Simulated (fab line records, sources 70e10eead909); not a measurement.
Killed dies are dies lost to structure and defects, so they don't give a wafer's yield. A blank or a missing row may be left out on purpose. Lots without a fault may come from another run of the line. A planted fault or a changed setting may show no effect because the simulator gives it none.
Chamber matching | flow nand_harc | NHARC_P_GATE_DESCUM_48 on rie_diel-11: 4 sister chambers
The step chemistry O2, time 3 s. 8 wafers are shown with their chamber, then 8 later ones without.

WAFERS WITH THEIR CHAMBER
wafer  | chamber | showerhead_plenum_p_Torr (Torr) | drypump_motor_current_A (A)
L081.1 | 3       | 1.89                            | 5.9
L082.4 | 0       | 1.99                            | 6.0
L082.6 | 3       | 1.89                            | 5.9
L087.6 | 2       | 2.04                            | 5.8
L090.1 | 2       | 2.03                            | 5.8
L090.2 | 1       | 2.00                            | 6.2
L090.6 | 1       | 2.00                            | 6.1
L091.2 | 0       | 1.99                            | 6.0

WAFERS WITHOUT THEIR CHAMBER
wafer  | showerhead_plenum_p_Torr (Torr) | drypump_motor_current_A (A)
L091.3 | 2.00                            | 6.2
L091.5 | 1.89                            | 5.8
L093.4 | 1.89                            | 5.9
L093.5 | 1.99                            | 5.9
L093.6 | 2.00                            | 6.2
L096.2 | 1.89                            | 5.8
L096.5 | 1.99                            | 5.9
L096.6 | 2.00                            | 6.2

WHICH CHAMBER EACH WENT THROUGH
wafer  | from the rows above | in truth
L091.3 | 1                   | 1
L091.5 | 3                   | 3
L093.4 | 3                   | 3
L093.5 | 0                   | 0
L093.6 | 1                   | 1
L096.2 | 3                   | 3
L096.5 | 0                   | 0
L096.6 | 1                   | 1
Placed correctly: 8 of 8. Can't be placed from these rows: 0. Placed wrongly: 0.
How it was worked out, from the rows above alone: a wafer's distance from a chamber is the root of the sum, over the readings, of the square of ((its reading less the chamber's mean) divided by the reading's scatter). The wafer belongs to the nearest chamber; if the next one is less than 2 further off, it can't be placed. A chamber's mean is the mean of its shown wafers. The scatter: the root of (the sum of the squares of (reading less its chamber's mean) over the shown wafers, divided by (wafers less chambers)).
